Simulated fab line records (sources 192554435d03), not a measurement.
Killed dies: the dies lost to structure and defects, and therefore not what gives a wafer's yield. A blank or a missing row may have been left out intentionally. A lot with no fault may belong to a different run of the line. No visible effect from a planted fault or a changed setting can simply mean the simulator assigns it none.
Which tool did it? -- flow n5Finfet -- 10 lots (30 wafers sampled), 1 step of a 1938-step route

WHAT THE GAUGES READ, wafer by wafer
N5_MIM_TOP_LITHO_OVL_MEAS_11. Usual: MIM_TOP_OVL gives 1 nm (standard deviation 4.5).
lot,measured,on,MIM_TOP_OVL (nm),flag
L750,day 12 18:10,overlay-01,1 7 4,
L754,day 14 18:50,overlay-01,-3 -5 -10,
L755,day 16 02:25,overlay-02,7 -5 4,
L763,day 17 17:11,overlay-02,-6 1 -1,
L765,day 17 20:54,overlay-01,-1 8 -5,
L766,day 18 04:24,overlay-01,-6 4 -2,
L764,day 19 06:52,overlay-02,-3 -4 3,
L769,day 19 14:16,overlay-01,3 -3 -1,
L768,day 19 14:31,overlay-01,-4 4 7,
L771,day 19 14:58,overlay-01,5 10 15,

WHICH TOOL RAN EACH LOT (tool, then ch and the chambers of the sampled wafers, then the start)
The record shows no process step preceding these readings.

WHAT THE TOOLS THEMSELVES READ (means of the sampled wafers that have a number; where no wafer has one, the mark that the record gives instead)
The record holds no such reading with a usual standard deviation.

THE ANSWER, worked out from the rows above alone
Rule: a lot counts as off when the mean over its wafers that have a number is more than 3 standard deviations away from the usual mean. Also off: a lot with no number at a reading for which 4 or more lots have one. Where the step has rows for the other lots, those lots are counted as sound. After the gauges, taken in route order, come the tools' own readings; for these a lot's mean is taken, as printed above. At the first step where some lot is off, the reading lying furthest off is the one used; lots without a number count as furthest.
None of the lots is off at any reading shown; this tells nothing.

WHAT THE SIMULATOR PUT IN
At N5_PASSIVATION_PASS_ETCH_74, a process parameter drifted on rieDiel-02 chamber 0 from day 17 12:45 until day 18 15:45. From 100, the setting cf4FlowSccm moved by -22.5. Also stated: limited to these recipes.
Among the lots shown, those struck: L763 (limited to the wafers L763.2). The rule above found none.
